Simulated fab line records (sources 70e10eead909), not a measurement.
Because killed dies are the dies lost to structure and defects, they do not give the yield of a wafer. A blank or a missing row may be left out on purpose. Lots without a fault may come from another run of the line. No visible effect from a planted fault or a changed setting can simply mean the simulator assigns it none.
fab line records	flow nand_harc
[record] lots = 6	wafers = 18	last_day = 24
route steps=1159 shown P_M2@330 P_BONDPAD@351 END@1159
lots with no fault: from the same line, run without faults
start_h: the number of hours between the record's first day and the start of the first shown wafer of the lot	wait_h: hours elapsed since this lot's preceding step	" as in the row above	L1.1+2: a single row standing in for several wafers	- no value present, or no start provided	* or withheld: withheld	< > ~ a bound
route shown NAME@n: a module of which the file shows steps, and the number in the route of the first	usual: average and standard deviation across the fault-free wafers	same: alike in all rows	chamber/n: place in a boat	sites: readings site by site	_std_site: the values' standard deviation	_edge_site: the outer-site mean with the inner-site mean subtracted	radius_mm: how far each site lies from the wafer's centre	mask NAME#n: copy n	behind: the most recent tool/chamber to have shaped the wafer	hold: why the lot was held/for how many hours/how that ended	device: which transistor (n, p or np) failed to switch	end of line: tests of these same wafers at the route's end	a step without rows: its recipe alone	killed: not the wafer's yield, but the dies lost to structure and defects at the first sort	map: per-die view of a wafer (x killed, . not killed, _ where there is no die)
set.NAME: the setting the step ran with; set.NAME@STEP: the setting that earlier step ran with	model.NAME: the simulator's own value behind a step, which no gauge read
lots at selected steps of the route; one table per step, one row per wafer
services: a tool's chamber out of use, with start hour (start_h, from the record's first day; less than 0 if before it), hours out, and reason
[[steps]]
[step NHARC_P_M2_INSPECT_11]
[usual] raw_defect_count = 4.3/2.7
lot.wafer	tool	chamber	start_h	wait_h	raw_defect_count
L354.1	defect_inspect-01	-	129.17	0.0	4
L354.3	"	-	"	"	3
L354.6	"	-	"	"	1
L355.2	defect_inspect-01	-	144.89	0.0	4
L355.4	"	-	"	"	7
L355.5	"	-	"	"	3
L362.1	defect_inspect-02	-	184.73	0.0	4
L362.5	"	-	"	"	3
L362.6	"	-	"	"	2
L365.3	defect_inspect-02	-	203.01	0.0	7
L365.5	"	-	"	"	4
L365.6	"	-	"	"	2
L371.1	defect_inspect-01	-	226.84	0.0	6
L371.3	"	-	"	"	8
L371.6	"	-	"	"	7
L375.2	defect_inspect-01	-	252.57	0.0	2
L375.3	"	-	"	"	1
L375.4	"	-	"	"	6
[step NHARC_P_M2_DESCUM_14]
[recipe] time_s = 3	o2_flow_sccm = 200	ar_flow_sccm = 0	bias_power_w = 0	chemistry = O2
[step NHARC_P_M2_ETCH_35]
[recipe] target_depth_a = 400	overetch_a = 120	time_s = 43.94	ion_energy_ev = 200	n2_flow_sccm = 150	h2_flow_sccm = 150	ar_flow_sccm = 0	rf_w = 400	bias_w = 150	chemistry = N2/H2
[usual] bias_w = 150.0/0.47	chamber_pressure_mTorr = 30.002/0.026	drypump_motor_current_A = 6.1/0.37	n2_flow_sccm = 150.1/0.46	oes_product_au = 1.003/0.014	rf_vpp_V = 430/3.1	showerhead_plenum_p_Torr = 2.02/0.11	throttle_valve_pct = 14.172/0.0084
lot.wafer	tool	chamber	start_h	wait_h	bias_w	chamber_pressure_mTorr	drypump_motor_current_A	n2_flow_sccm	oes_product_au	rf_hours_counter_h	rf_vpp_V	showerhead_plenum_p_Torr	throttle_valve_pct
L354.1	rie_diel-05	1	129.33	0.1	150.1	29.986	6.0	149.6	0.997	5	431	2.09	14.167
L354.3	"	2	"	"	150.1	29.974	6.2	150.4	1.012	5	426	1.92	14.158
L354.6	"	3	"	"	149.2	30.001	6.6	150.1	1.001	-	433	2.17	14.170
L355.2	rie_diel-05	0	145.04	0.1	149.7	30.001	5.6	150.3	0.998	6	427	1.92	14.185
L355.4	"	1	"	"	150.1	29.989	6.1	149.9	0.997	5	432	2.09	14.171
L355.5	"	3	"	"	149.9	30.024	6.6	150.1	1.001	-	434	2.17	14.176
L362.1	rie_diel-05	0	184.88	0.1	151.3	30.044	5.6	150.0	0.992	0	429	1.92	14.159
L362.6	"	3	"	"	150.3	30.019	6.6	150.4	1.020	-	434	2.17	14.177
L362.5	"	0	"	"	151.1	30.008	5.6	149.5	0.995	-	427	1.92	14.177
L365.3	rie_diel-05	3	203.17	0.1	149.6	29.994	6.6	149.5	1.015	1	435	2.17	14.158
L365.5	"	1	"	"	149.8	29.975	6.1	150.2	0.996	-	432	2.09	14.186
L365.6	"	2	"	"	149.5	30.038	6.2	149.7	1.006	-	427	1.92	14.162
L371.1	rie_diel-03	0	226.99	0.1	150.0	29.980	6.1	150.2	1.021	1	428	1.97	14.181
L371.3	"	2	"	"	149.9	30.003	5.9	149.8	1.009	1	427	1.90	14.180
L371.6	"	3	"	"	149.4	30.022	6.2	150.2	1.002	-	433	2.13	14.171
L375.2	rie_diel-05	1	252.72	0.1	148.7	29.984	6.1	150.4	1.001	3	432	2.09	14.160
L375.3	"	2	"	"	149.6	29.965	6.2	150.6	1.027	3	426	1.92	14.170
L375.4	"	3	"	"	149.7	29.983	6.7	149.5	1.003	3	432	2.17	14.171
[step NHARC_P_M2_ETCH_15]
[recipe] target_depth_a = 1825	time_s = 91.2	c4f8_flow_sccm = withheld	ar_flow_sccm = 400	rf_w = 600	bias_w = 300	chemistry = C4F8/Ar
[usual] bias_w = 300.1/0.99	chamber_pressure_mTorr = 24.997/0.024	oes_product_au = 0.954/0.025	rf_vpp_V = 440/3.1
lot.wafer	tool	chamber	start_h	wait_h	bias_w	chamber_pressure_mTorr	oes_product_au	rf_hours_counter_h	rf_vpp_V
L354.3	rie_diel-05	0	-	-	301.3	25.008	0.923	5	437
L354.1	"	1	"	"	300.0	25.007	0.920	5	444
L354.6	"	0	"	"	300.4	25.027	0.918	-	438
L355.4	rie_diel-05	1	-	-	299.9	24.965	0.934	5	442
L355.2	"	3	"	"	298.3	24.990	0.946	6	444
L355.5	"	2	"	"	299.7	24.970	0.959	-	437
L362.1	rie_diel-05	2	-	-	300.5	24.993	0.959	0	437
L362.5	"	1	"	"	301.1	25.019	0.980	-	442
L362.6	"	2	"	"	299.9	24.968	0.963	-	439
L365.3	rie_diel-05	2	-	-	298.9	25.034	0.961	1	437
L365.5	"	3	"	"	300.8	25.007	0.957	-	444
L365.6	"	0	"	"	300.8	24.997	0.929	-	437
L371.3	rie_diel-03	1	-	-	301.3	25.024	0.965	1	437
L371.1	"	0	"	"	298.2	25.027	0.965	1	440
L371.6	"	2	"	"	300.1	25.012	0.976	-	437
L375.4	rie_diel-05	2	-	-	300.8	25.009	0.985	3	436
L375.3	"	3	"	"	297.0	24.964	0.977	3	445
L375.2	"	0	"	"	301.1	25.003	0.954	3	439
[step NHARC_P_M2_CD_MEAS_16]
[usual] cd_nm = 169.7/0.9
lot.wafer	tool	chamber	start_h	wait_h	cd_nm
L354.1	cd_sem-03	-	129.53	-	169.8
L354.3	"	-	"	"	170.1
L354.6	"	-	"	"	170.0
L355.2	cd_sem-01	-	145.26	-	171.0
L355.4	"	-	"	"	168.0
L355.5	"	-	"	"	168.8
L362.1	cd_sem-02	-	185.09	-	170.1
L362.5	"	-	"	"	169.4
L362.6	"	-	"	"	170.3
L365.3	cd_sem-01	-	203.38	-	169.9
L365.5	"	-	"	"	171.2
L365.6	"	-	"	"	171.9
L371.1	cd_sem-01	-	227.20	-	171.5
L371.3	"	-	"	"	170.0
L371.6	"	-	"	"	168.9
L375.2	cd_sem-02	-	252.95	-	169.5
L375.3	"	-	"	"	170.1
L375.4	"	-	"	"	168.6
[step NHARC_P_M2_STRIP_18]
[recipe] power_w = 1000	n2_flow_sccm = 150	h2_flow_sccm = 150	ar_flow_sccm = 0	bias_w = 0	chemistry = N2/H2
[step NHARC_P_M2_ETCH_28]
[recipe] target_depth_a = 300	over_etch_frac = 0.3	time_s = 72.99	ion_energy_ev = 150	cf4_flow_sccm = 50	n2_flow_sccm = 100	ar_flow_sccm = 150	rf_w = 300	bias_w = 100	chemistry = CF4/N2
[step NHARC_P_M2_STRIP_19]
[recipe] time_s = 600	temp_c = 30	chemistry = post_etch_residue_remover
[step NHARC_P_M2_DEGAS_29]
[recipe] temp_c = 250	time_s = 60
[step NHARC_P_M2_PRE_CLEAN_30]
[recipe] time_s = 30	temp_c = 280	gas = H2/He
[step NHARC_P_M2_PVD_20]
[recipe] target_thk_a = 50	bias_v = 168.6	power_w = 15000	chamber_pressure_pa = 0.12	time_s = 8.06	substrate_temp_c = 50	material = TaN
[step NHARC_P_M2_PVD_21]
[recipe] target_thk_a = 300	chamber_pressure_pa = 5	power_w = 5000	substrate_temp_c = 30	time_s = 20.49	material = Cu
[step NHARC_P_M2_ECD_22]
[recipe] target_thk_a = 4000	bath_temp_c = 25	material = Cu
lot.wafer	tool	chamber	start_h	wait_h
L354.1+3+6	ecd_cu-02	1,0,0	130.68	-
L355.2+4+5	ecd_cu-01	0,1,1	146.38	-
L362.1+5+6	ecd_cu-01	0,1,0	186.23	-
L365.3+6+5	ecd_cu-01	1,0,1	204.62	-
L371.1+3+6	ecd_cu-02	0	228.36	-
L375.2+3+4	ecd_cu-02	0,1,0	254.07	-
[step NHARC_P_M2_ANNEAL_31]
[recipe] temp_c = 225	time_s = 90
[step NHARC_P_M2_CMP_23]
[recipe] t_overpolish_s = 20	target_thk_nm = 144.3
[step NHARC_P_M2_THK_MEAS_24]
[recipe] thk_meas_gauge = xrf
[usual] thk_nm = 144.1/1.5
lot.wafer	tool	chamber	start_h	wait_h	thk_nm
L354.1	film_metro-01	-	131.71	-	146.4
L354.3	"	-	"	"	142.5
L354.6	"	-	"	"	146.5
L355.2	film_metro-01	-	147.37	-	144.7
L355.4	"	-	"	"	141.8
L355.5	"	-	"	"	142.5
L362.1	film_metro-01	-	187.22	-	143.4
L362.5	"	-	"	"	146.0
L362.6	"	-	"	"	142.1
L365.3	film_metro-01	-	205.54	-	145.6
L365.5	"	-	"	"	143.5
L365.6	"	-	"	"	144.1
L371.1	film_metro-01	-	229.34	-	143.6
L371.3	"	-	"	"	145.2
L371.6	"	-	"	"	143.9
L375.2	film_metro-01	-	255.06	-	146.6
L375.3	"	-	"	"	141.2
L375.4	"	-	"	"	146.2
[step NHARC_P_M2_SRD_25]
[step NHARC_P_M2_PRE_CLEAN_32]
[recipe] time_s = 12	temp_c = 370	rf_power_w = 300	gas = NH3
[step NHARC_P_M2_DEP_33]
[recipe] target_thk_a = 300	temp_c = 370	target_thk_nm = 30	pressure_torr = 3	flow_sccm = 200	rf_w = 450	material = SiCN
[usual] heater_power_w = 574/83
lot.wafer	tool	chamber	start_h	wait_h	heater_power_w
L354.1	pecvd-04	2	132.02	0.1	567
L354.3	"	0	"	"	425
L354.6	"	2	"	"	562
L355.2	pecvd-04	2	147.68	0.1	593
L355.4	"	0	"	"	435
L355.5	"	1	"	"	494
L362.1	pecvd-01	2	187.61	0.1	506
L362.6	"	0	"	"	677
L362.5	"	2	"	"	509
L365.3	pecvd-01	2	205.85	0.1	568
L365.6	"	2	"	"	564
L365.5	"	1	"	"	709
L371.1	pecvd-04	0	229.68	0.1	388
L371.3	"	1	"	"	579
L371.6	"	2	"	"	555
L375.2	pecvd-04	0	255.37	0.1	435
L375.3	"	2	"	"	573
L375.4	"	0	"	"	437
[step NHARC_P_BONDPAD_DEP_00]
[recipe] target_thk_a = 2500	temp_c = 370	target_thk_nm = 250	pressure_torr = 3	flow_sccm = 200	rf_w = 450	material = SiCN
[usual] heater_power_w = 578/89
lot.wafer	tool	chamber	start_h	wait_h	heater_power_w
L354.1	pecvd-01	2	132.42	-	531
L354.3	"	0	"	"	672
L354.6	"	2	"	"	538
L355.2	pecvd-04	0	-	-	448
L355.5	"	1	"	"	480
L355.4	"	2	"	"	476
L362.1	pecvd-01	2	-	-	579
L362.5	"	1	"	"	655
L362.6	"	0	"	"	636
L365.3	pecvd-01	1	-	-	723
L365.6	"	2	"	"	572
L365.5	"	0	"	"	715
L371.1	pecvd-01	0	230.10	-	657
L371.3	"	1	"	"	697
L371.6	"	1	"	"	697
L375.2	pecvd-01	2	255.82	-	535
L375.3	"	0	"	"	562
L375.4	"	1	"	"	638
[step NHARC_P_BONDPAD_CMP_32]
[recipe] target_thk_nm = 200	material = SiCN
[step NHARC_P_BONDPAD_THK_MEAS_33]
[recipe] thk_meas_gauge = ellipsometry
[usual] thk_nm = 199.9/1.7
lot.wafer	tool	chamber	start_h	wait_h	thk_nm
L354.1	film_metro-01	-	133.08	0.2	200.3
L354.3	"	-	"	"	201.6
L354.6	"	-	"	"	202.0
L355.2	film_metro-01	-	148.72	0.2	201.0
L355.4	"	-	"	"	202.1
L355.5	"	-	"	"	199.0
L362.1	film_metro-01	-	188.57	0.2	199.8
L362.5	"	-	"	"	200.0
L362.6	"	-	"	"	203.8
L365.3	film_metro-01	-	206.91	0.2	200.4
L365.5	"	-	"	"	198.1
L365.6	"	-	"	"	200.9
L371.1	film_metro-01	-	230.71	0.2	197.0
L371.3	"	-	"	"	198.6
L371.6	"	-	"	"	199.3
L375.2	film_metro-01	-	256.44	0.2	199.1
L375.3	"	-	"	"	201.4
L375.4	"	-	"	"	199.2
[step NHARC_P_BONDPAD_SRD_34]
[step NHARC_P_BONDPAD_DEHYDRATE_01]
[recipe] temp_c = 150	time_s = 120
[step NHARC_P_BONDPAD_HMDS_02]
[recipe] time_s = 30
[step NHARC_P_BONDPAD_COAT_36]
[recipe] temp_c = 200	time_s = 65
[step NHARC_P_BONDPAD_COAT_03]
[recipe] spin_rpm = 2000	resist_thk_nm = 600
[step NHARC_P_BONDPAD_SOFTBAKE_04]
[recipe] temp_c = 125	time_s = 70
[step NHARC_P_BONDPAD_EBR_05]
[step NHARC_P_BONDPAD_EXPOSE_06]
[recipe] na = 0.55	dose_mj = 37.06	mask_id = P_BPAD
[step NHARC_P_BONDPAD_PEB_07]
[recipe] peb_temp_c = 128	peb_time_s = 80
[step NHARC_P_BONDPAD_DEVELOP_08]
[recipe] time_s = 50	dev_temp_c = 22
[step NHARC_P_BONDPAD_CD_MEAS_09]
[recipe] target_cd_nm = 500	landing_energy_ev = 500
[usual] cd_nm = 501.0/2.4
lot.wafer	tool	chamber	start_h	wait_h	cd_nm
L354.1	cd_sem-02	0	133.66	-	498.6
L354.3	"	0	"	"	501.3
L354.6	"	0	"	"	501.5
L355.2	cd_sem-03	0	149.17	-	497.2
L355.4	"	0	"	"	498.9
L355.5	"	0	"	"	501.9
L362.1	cd_sem-01	0	189.15	-	495.7
L362.5	"	0	"	"	500.8
L362.6	"	0	"	"	497.5
L365.3	cd_sem-03	0	207.48	-	504.1
L365.5	"	0	"	"	505.1
L365.6	"	0	"	"	497.0
L371.1	cd_sem-01	0	231.29	-	503.8
L371.3	"	0	"	"	506.2
L371.6	"	0	"	"	502.3
L375.2	cd_sem-01	0	257.00	-	500.5
L375.3	"	0	"	"	500.2
L375.4	"	0	"	"	502.8
[step NHARC_P_BONDPAD_OVL_MEAS_38]
[usual] overlay_x_nm = 2/6.7	overlay_y_nm = 1/5.4
lot.wafer	tool	chamber	start_h	wait_h	overlay_x_nm	overlay_y_nm
L354.1	overlay-02	-	133.76	-	8	1
L354.3	"	-	"	"	7	2
L354.6	"	-	"	"	8	2
L355.2	overlay-02	-	149.25	-	6	1
L355.4	"	-	"	"	6	1
L355.5	"	-	"	"	6	1
L362.1	overlay-01	-	189.24	-	0	8
L362.5	"	-	"	"	1	8
L362.6	"	-	"	"	0	8
L365.3	overlay-02	-	207.56	-	2	-6
L365.5	"	-	"	"	1	-6
L365.6	"	-	"	"	2	-7
L371.1	overlay-01	-	231.38	-	8	-8
L371.3	"	-	"	"	8	-8
L371.6	"	-	"	"	7	-8
L375.2	overlay-01	-	257.09	-	4	-2
L375.3	"	-	"	"	4	-2
L375.4	"	-	"	"	5	-2
[step NHARC_P_BONDPAD_HARDBAKE_10]
[recipe] temp_c = 118	time_s = 65
[step NHARC_P_BONDPAD_DESCUM_11]
[recipe] time_s = 3	o2_flow_sccm = 200	ar_flow_sccm = 0	bias_power_w = 0	chemistry = O2
[step NHARC_P_BONDPAD_ETCH_37]
[recipe] target_depth_a = 600	overetch_a = 180	time_s = 65.91	ion_energy_ev = 200	n2_flow_sccm = 150	h2_flow_sccm = 150	ar_flow_sccm = 0	rf_w = 400	bias_w = 150	chemistry = N2/H2
[usual] bias_w = 150.0/0.5	chamber_pressure_mTorr = 30.000/0.028	drypump_motor_current_A = 5.6/0.5	n2_flow_sccm = 150.0/0.46	oes_product_au = 1.001/0.013	rf_vpp_V = 430.0/2.4	showerhead_plenum_p_Torr = 2.02/0.074	throttle_valve_pct = 14.171/0.0095
lot.wafer	tool	chamber	start_h	wait_h	bias_w	chamber_pressure_mTorr	drypump_motor_current_A	n2_flow_sccm	oes_product_au	rf_hours_counter_h	rf_vpp_V	showerhead_plenum_p_Torr	throttle_valve_pct
L354.1	rie_diel-10	2	133.99	0.1	150.1	29.979	5.0	149.4	0.995	12	429.8	2.00	14.175
L354.3	"	3	"	"	149.8	29.949	5.4	150.6	0.993	13	433.1	2.08	14.174
L354.6	"	0	"	"	150.9	30.006	5.7	150.1	1.029	-	426.6	1.92	14.159
L355.4	rie_diel-04	2	149.46	0.1	150.5	30.015	5.6	150.0	1.013	8	431.6	2.09	14.163
L355.2	"	3	"	"	149.5	30.020	5.6	150.5	1.026	8	428.4	1.93	14.184
L355.5	"	2	"	"	151.1	30.002	5.6	149.9	1.011	-	433.8	2.09	14.164
L362.1	rie_diel-10	0	189.45	0.1	149.7	30.017	5.7	150.1	1.007	1	428.7	1.92	14.181
L362.6	"	3	"	"	149.2	30.026	5.4	149.6	1.006	-	431.0	2.07	14.152
L362.5	"	0	"	"	150.1	29.958	5.7	150.2	0.999	-	427.6	1.92	14.174
L365.3	rie_diel-13	3	207.78	0.1	149.9	29.970	6.1	149.5	0.996	26	427.2	1.90	14.174
L365.6	"	2	"	"	149.5	29.971	5.2	149.8	0.998	-	434.9	2.21	14.162
L365.5	"	3	"	"	150.3	29.974	6.1	149.4	0.994	-	426.4	1.90	14.151
L371.1	rie_diel-13	0	231.59	0.1	149.6	30.008	5.9	150.9	0.981	45	429.9	2.04	14.159
L371.3	"	1	"	"	149.4	30.013	5.8	150.2	0.990	47	427.9	1.95	14.180
L371.6	"	3	"	"	149.9	30.001	6.1	149.7	0.992	-	427.9	1.90	14.182
L375.3	rie_diel-04	0	257.30	0.1	149.9	29.995	6.7	150.6	0.991	50	431.5	2.08	14.142
L375.4	"	1	"	"	149.6	30.004	4.7	149.3	1.008	51	431.4	2.04	14.168
L375.2	"	2	"	"	150.5	30.034	5.6	149.6	1.013	50	432.1	2.08	14.170
[step NHARC_P_BONDPAD_ETCH_12]
[recipe] target_depth_a = 2000	time_s = 100	chf3_flow_sccm = 50	o2_flow_sccm = 10	ar_flow_sccm = 200	rf_w = 500	bias_w = 200	chemistry = CHF3/O2
[step NHARC_P_BONDPAD_CD_MEAS_13]
[usual] cd_nm = 500.7/2.6
lot.wafer	tool	chamber	start_h	wait_h	cd_nm
L354.1	cd_sem-03	-	134.22	-	497.5
L354.3	"	-	"	"	500.6
L354.6	"	-	"	"	498.9
L355.2	cd_sem-02	-	149.69	-	497.1
L355.4	"	-	"	"	497.7
L355.5	"	-	"	"	501.6
L362.1	cd_sem-03	-	189.67	-	495.7
L362.5	"	-	"	"	501.4
L362.6	"	-	"	"	496.4
L365.3	cd_sem-01	-	208.01	-	504.0
L365.5	"	-	"	"	505.4
L365.6	"	-	"	"	497.9
L371.1	cd_sem-03	-	231.82	-	504.2
L371.3	"	-	"	"	507.4
L371.6	"	-	"	"	501.4
L375.2	cd_sem-02	-	257.54	-	498.9
L375.3	"	-	"	"	499.6
L375.4	"	-	"	"	502.2
[step NHARC_P_BONDPAD_STRIP_15]
[recipe] o2_flow_sccm = 500	ar_flow_sccm = 0	bias_w = 0	chemistry = O2
[step NHARC_END_SORT_01]
[recipe] temp_c = 25
[usual] defect_limited_yield = 95.8/1.3	killed_at_array = 24/8.7	killed_at_other = 0.8/1.2	killed_at_periphery = 3.6/2.3	killed_dies = 28/8.9	killed_open = 3.2/1.9	killed_short = 2.0/1.6	sort_bin_2_pct = 1.3/0.57	sort_bin_3_pct = 0.22/0.19	sort_bin_4_pct = 2.7/0.89	sort_n_pass = 649/8.9	sort_rim_yield_pct = 95/3.1	sort_yield_pct = 95.8/1.3
[same] gross_dies = 677	sort_bin_5_pct[%] = 0	sort_bin_6_pct[%] = 0	sort_bin_7_pct[%] = 0	sort_bin_8_pct[%] = 0	sort_rim_n_gross = 106.00
lot.wafer	tool	chamber	start_h	wait_h	defect_limited_yield[%]	killed_at_array	killed_at_other	killed_at_periphery	killed_dies	killed_open	killed_short	sort_bin_2_pct[%]	sort_bin_3_pct[%]	sort_bin_4_pct[%]	sort_n_pass	sort_rim_yield_pct[%]	sort_yield_pct[%]
L362.1	prober-02	0	518.16	2.5	50.7	22	3	309	334	5	1	17.9	3.84	27.6	343	52	50.7
L362.5	prober-02	0	521.40	3.7	95.3	26	2	4	32	3	1	1.2	0.44	3.1	645	98	95.3
L362.6	prober-02	0	522.21	4.1	51.0	8	0	324	332	0	1	15.4	2.81	30.9	345	44	51.0
L365.6	prober-02	0	558.03	4.1	51.0	27	1	304	332	6	3	18.9	3.40	26.7	345	47	51.0
// killed by level:class
L362.1 P_M2:unspecified=307 A_SLIT:chamber_film_flake=9 THIN_TSV:chamber_film_flake=3 A_CHANNEL_HOLE_D1:chamber_film_flake=3 A_CHANNEL_HOLE_D1:geometric_particle:open=2 A_BLC:geometric_particle:open=2 A_WL_FILL:chamber_film_flake=2 A_CONTACT:geometric_particle:open=1
L362.5 A_SLIT:chamber_film_flake=13 A_CHANNEL_HOLE_D1:chamber_film_flake=6 A_CONTACT:geometric_particle:open=2 P_STI:chamber_film_flake=2 A_WL_FILL:chamber_film_flake=2 A_CONTACT:chamber_film_flake=2 THIN_TSV:chamber_film_flake=2 P_GATE:geometric_particle:short=1
L362.6 P_M2:unspecified=322 A_SLIT:chamber_film_flake=4 A_CONTACT:chamber_film_flake=2 A_BLC:geometric_particle:short=1 P_ZERO_WELL:chamber_film_flake=1 P_GATE:chamber_film_flake=1 A_SGD_CUT:chamber_film_flake=1
L365.6 P_M2:unspecified=302 A_CHANNEL_HOLE_D1:chamber_film_flake=15 A_CONTACT:geometric_particle:open=3 A_CONTACT:chamber_film_flake=2 P_GATE:geometric_particle:short=1 A_SOURCE_PLATE:geometric_particle:open=1 A_SOURCE_PLATE:geometric_particle:short=1 A_ONON_D1:geometric_particle:open=1
// map L362.1 (x killed, . not)
____________.____________
_________......._________
_______x.x.......x_______
______x...x..xxx.x.______
_____xxx...xxx.xxxxx_____
____x..xx..xxx.xxxxx.____
____x.x.x..........xx____
___x..x....x.x..x.x.x.___
___x..xx....x.xx..xx.x___
__x.....x...xxxxxxx.xx.__
__x.x.xx.xx...xxx.xxxx.__
_xx.xxxxx..xxx.xxx...x.._
_.x.x...xx.xxxxx.x...x.x_
_..x.x......xxx.xxx.xxx._
_xxx...xx.xx.x.x.xxx.x.._
_..x.xx..xx.xx.x.x.x...x_
xxx.xx.xx..xxx...x..x...x
x..x..xxx.x.x..xx........
.xx..x.x....xx.xx..xx...x
xxx..xxxx...x.xx..x...x.x
xxx.x.xxxx.xx.......xxx..
_x..x..xxxx.x.....x.x.x._
_.xx..xx.x.xx.xxx....x.._
_.x..xx..x..x.x..xx.xxxx_
_x.x.x.x.x..x....xxx.xx._
_..xx...xx.x.x..xx...x.._
__xxx.xxxx....xxx.x...x__
__.x..xxx.x.x.xx.x.xxx.__
___.xx.xx.x.x..xx.x..x___
___x..x.xxxx...xxxx..x___
____.x.xx.x...xxx...x____
____xxxxxx.x...xxx.x.____
_____x.xxx.xx.x....._____
______.xx..x.x..x.x______
_______x.x.x.x...._______
_________.xx.x.x_________
____________.____________
// map L365.6 (x killed, . not)
____________.____________
_________.x..xxx_________
_______x.x.xx....._______
______x.xxx.xxxxxx.______
_____x.xxxx......x.x_____
____..x..xxx.x.xx....____
____x.x.x.....x.x....____
___.x.x..xxxx...x.x..x___
___x.xx..x.xx.x.x.xxx.___
__.x...x..x.....xx....x__
__.xxx.x.....x.xx.xx.xx__
_xxxx.xx.x...x.....xxxxx_
_x..xx.....xx..x..xxxxxx_
_x...xx.x.xxx.xxxx...xxx_
_..x..x.xxx..x.......xxx_
_..x....x..x.xxx.x.x.xxx_
xxxx..xxxx..xxxx.x..x.x..
x..xxx.x.xx.x.x....xx.x.x
...xx..xxx.xxx.x..x.xx...
..x....x.xx..x..x..xxx...
.xx.x..xxx...x..xxxx.xx.x
_x...xxx...xxxx.xxx.x.xx_
_x.x...x.x..xx.x..xx..xx_
_xxx.xxxxx..x..xx..x...._
_xxx.xx..x.xxx.xxxxx.x.x_
_..x.x..x...x.xxx..xxxx._
__.xxx.x.x.x.....xx....__
__xx.x.xxx.xx.xx.x.x.xx__
___.x.....x.xx.......x___
___x..x..xx....xxx..x.___
____xx.x.x....x.xxxxx____
____x..x...x.x...x.xx____
_____.x.....x..xx.x._____
______..x..xx..x.xx______
_______x.xxx.x...x_______
_________x.....x_________
____________x____________
[[services]]
tool	chamber	start_h	hours	kind
rie_diel-04	-	112.07	9.0	pm
rie_diel-13	3	112.51	11.6	repair
rie_diel-10	2	112.56	2.2	repair
rie_diel-05	0	118.11	-	clean
rie_diel-05	1	118.11	-	clean
rie_diel-05	2	118.11	-	clean
rie_diel-05	3	118.11	-	clean
ecd_cu-01	-	118.66	0.8	repair
rie_diel-03	3	128.19	17.0	repair
rie_diel-03	-	133.56	1.2	repair
rie_diel-05	0	142.65	-	clean
rie_diel-05	1	142.65	-	clean
rie_diel-05	-	163.60	9.0	pm
rie_diel-03	1	175.35	6.4	repair
rie_diel-10	-	176.50	9.0	pm
ecd_cu-02	-	180.08	8.0	pm
rie_diel-03	0	183.12	4.2	repair
pecvd-04	-	195.36	13.0	pm
rie_diel-10	1	204.97	3.9	repair
rie_diel-13	2	209.08	8.8	repair
rie_diel-03	-	215.36	9.0	pm
rie_diel-10	0	217.32	19.7	repair
rie_diel-10	1	226.61	1.7	repair
pecvd-01	-	237.32	13.0	pm
[[key]]
[first_sign] step = NHARC_END_SORT_01	reading = killed_at_periphery	direction = up	sigmas = 99+	usual = 3.6	struck = 312.3
[effect] step = NHARC_END_SORT_01	reading = killed_dies	direction = up	sigmas = 34	usual = 28	struck = 333
[more_kills_born_at] NHARC_P_M2_ECD_22@ecd_cu-01 = 931
met_at NHARC_P_M2_ECD_22
struck_wafers L362.1,L362.6,L365.6
onset_between 146.38 186.23
[fault] kind = chamber_particle_source	tool = ecd_cu-01	chamber = 0	onset_h = 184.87	steps = NHARC_P_M2_ECD_22	rate_per_visit_cm2 = 0.6713	end_h = 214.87
